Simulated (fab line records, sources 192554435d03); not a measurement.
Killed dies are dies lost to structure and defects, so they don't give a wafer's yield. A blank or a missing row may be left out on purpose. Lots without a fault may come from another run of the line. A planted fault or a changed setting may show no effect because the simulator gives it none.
Chamber matching | flow n5_finfet | N5_BEOL_M0_STRIP_140 on rie_diel-04: 4 sister chambers
The step strips in CF4. 8 wafers are shown with their chamber, then 8 later ones without.

WAFERS WITH THEIR CHAMBER
wafer  | chamber | showerhead_plenum_p_Torr (Torr) | drypump_motor_current_A (A)
L079.2 | 3       | 1.82                            | 6.2
L082.1 | 3       | 1.81                            | 6.3
L082.5 | 1       | 1.86                            | 5.8
L082.6 | 2       | 1.87                            | 6.3
L083.2 | 0       | 1.74                            | 4.9
L083.3 | 2       | 1.87                            | 6.3
L083.4 | 1       | 1.85                            | 5.8
L084.1 | 0       | 1.74                            | 5.0

WAFERS WITHOUT THEIR CHAMBER
wafer  | showerhead_plenum_p_Torr (Torr) | drypump_motor_current_A (A)
L084.2 | 1.81                            | 6.3
L084.3 | 1.85                            | 5.8
L087.3 | 1.87                            | 6.2
L087.4 | 1.87                            | 6.3
L087.5 | 1.81                            | 6.3
L089.1 | 1.85                            | 5.8
L089.4 | 1.87                            | 6.3
L089.6 | 1.81                            | 6.3

WHICH CHAMBER EACH WENT THROUGH
wafer  | from the rows above | in truth
L084.2 | 3                   | 3
L084.3 | 1                   | 1
L087.3 | 2                   | 2
L087.4 | 2                   | 2
L087.5 | 3                   | 3
L089.1 | 1                   | 1
L089.4 | 2                   | 2
L089.6 | 3                   | 3
Placed correctly: 8 of 8. Can't be placed from these rows: 0. Placed wrongly: 0.
How it was worked out, from the rows above alone: a wafer's distance from a chamber is the root of the sum, over the readings, of the square of ((its reading less the chamber's mean) divided by the reading's scatter). The wafer belongs to the nearest chamber; if the next one is less than 2 further off, it can't be placed. A chamber's mean is the mean of its shown wafers. The scatter: the root of (the sum of the squares of (reading less its chamber's mean) over the shown wafers, divided by (wafers less chambers)).
